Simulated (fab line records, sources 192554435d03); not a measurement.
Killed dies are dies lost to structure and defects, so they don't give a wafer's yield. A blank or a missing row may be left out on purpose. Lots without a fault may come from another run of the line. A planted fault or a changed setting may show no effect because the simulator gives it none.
Chamber matching | flow n5_finfet | N5_BEOL_M4_PRE_CLEAN_60 on cvd_co-02: 3 sister chambers
The step time 15 s. 16 wafers are shown with their chamber, then 7 later ones without.

WAFERS WITH THEIR CHAMBER
wafer  | chamber | heater_power_w (W)
L880.2 | 1       | 77
L880.5 | 0       | 80
L880.6 | 2       | 95
L887.2 | 0       | 79
L887.5 | 0       | 80
L887.6 | 1       | 77
L888.1 | 1       | 77
L888.5 | 1       | 75
L888.6 | 2       | 96
L889.1 | 2       | 96
L889.3 | 0       | 81
L889.4 | 2       | 98
L891.1 | 2       | 95
L891.3 | 0       | 80
L891.6 | 0       | 81
L899.2 | 2       | 94

SIGNATURES (means of the wafers above)
reading        | chamber 0 | chamber 1 | chamber 2 | scatter within a chamber
heater_power_w | 80.17     | 76.50     | 95.67     | 1.08
Rule: a wafer's distance from a chamber is the root of the sum, over the readings, of the square of ((its reading less the chamber's mean) divided by the reading's scatter). The wafer belongs to the nearest chamber; if the next one is less than 2 further off, it can't be placed. The scatter: the root of (the sum of the squares of (reading less its chamber's mean) over the shown wafers, divided by (wafers less chambers)).

WAFERS WITHOUT THEIR CHAMBER
wafer  | heater_power_w (W)
L899.4 | 95
L903.4 | 96
L903.5 | 95
L903.6 | 81
L902.2 | 82
L902.4 | 78
L902.6 | 79

WHICH CHAMBER EACH WENT THROUGH
wafer  | from the rows above     | in truth
L899.4 | 2                       | 2
L903.4 | 2                       | 2
L903.5 | 2                       | 2
L903.6 | 0                       | 0
L902.2 | 0                       | 0
L902.4 | can't be placed: 1 or 0 | 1
L902.6 | can't be placed: 0 or 1 | 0
Placed correctly: 5 of 7. Can't be placed from these rows: 2 (the true chamber is among the candidates in 2). Placed wrongly: 0.
